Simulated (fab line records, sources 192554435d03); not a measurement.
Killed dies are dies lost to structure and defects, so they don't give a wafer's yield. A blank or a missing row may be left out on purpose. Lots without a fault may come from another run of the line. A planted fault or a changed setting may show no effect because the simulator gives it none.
Chamber matching | flow n5_finfet | N5_BEOL_M6_CURE_75 on uv_cure-03: 3 sister chambers
The step cures SiCOH lowk, time 120 s. 20 wafers are shown with their chamber, then 10 later ones without.

WAFERS WITH THEIR CHAMBER
wafer  | chamber | wafer_temp_C_max | lamp_power_pct (%)
L074.2 | 2       | 371.9            | 52.40
L074.3 | 2       | 371.5            | 52.36
L074.4 | 2       | 371.5            | 52.32
L076.1 | 2       | 371.8            | 52.32
L076.2 | 2       | 371.3            | 52.26
L076.4 | 2       | 371.6            | 52.29
L078.3 | 1       | 371.5            | 52.28
L078.5 | 1       | 371.8            | 52.26
L078.6 | 1       | 371.5            | 52.31
L083.1 | 1       | 372.0            | 52.31
L083.2 | 1       | 371.8            | 52.33
L083.6 | 1       | 371.7            | 52.27
L080.1 | 0       | 371.6            | 52.20
L080.2 | 0       | 371.2            | 52.38
L080.4 | 0       | 371.3            | 52.32
L086.1 | 0       | 371.3            | 52.33
L086.2 | 0       | 371.0            | 52.41
L086.3 | 0       | 371.3            | 52.34
L087.1 | 2       | 371.8            | 52.42
L087.3 | 2       | 371.6            | 52.23

SIGNATURES (means of the wafers above)
reading          | chamber 0 | chamber 1 | chamber 2 | scatter within a chamber
wafer_temp_C_max | 371.283   | 371.717   | 371.625   | 0.196
lamp_power_pct   | 52.3300   | 52.2933   | 52.3250   | 0.0595
Rule: a wafer's distance from a chamber is the root of the sum, over the readings, of the square of ((its reading less the chamber's mean) divided by the reading's scatter). The wafer belongs to the nearest chamber; if the next one is less than 2 further off, it can't be placed. The scatter: the root of (the sum of the squares of (reading less its chamber's mean) over the shown wafers, divided by (wafers less chambers)).

WAFERS WITHOUT THEIR CHAMBER
wafer  | wafer_temp_C_max | lamp_power_pct (%)
L087.4 | 370.8            | 52.27
L087.2 | 371.1            | 52.26
L087.5 | 371.1            | 52.23
L087.6 | 371.6            | 52.25
L088.1 | 371.4            | 52.38
L088.4 | 371.7            | 52.36
L088.5 | 371.6            | 52.30
L096.3 | 371.5            | 52.32
L096.5 | 371.2            | 52.36
L096.6 | 371.5            | 52.32

WHICH CHAMBER EACH WENT THROUGH
wafer  | from the rows above          | in truth
L087.4 | can't be placed: 0 or 2      | 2
L087.2 | can't be placed: 0 or 2 or 1 | 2
L087.5 | can't be placed: 0 or 2 or 1 | 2
L087.6 | can't be placed: 1 or 2 or 0 | 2
L088.1 | can't be placed: 0 or 2 or 1 | 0
L088.4 | can't be placed: 2 or 1 or 0 | 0
L088.5 | can't be placed: 2 or 1 or 0 | 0
L096.3 | can't be placed: 2 or 0 or 1 | 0
L096.5 | can't be placed: 0 or 2      | 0
L096.6 | can't be placed: 2 or 0 or 1 | 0
Placed correctly: 0 of 10. Can't be placed from these rows: 10 (the true chamber is among the candidates in 10). Placed wrongly: 0.
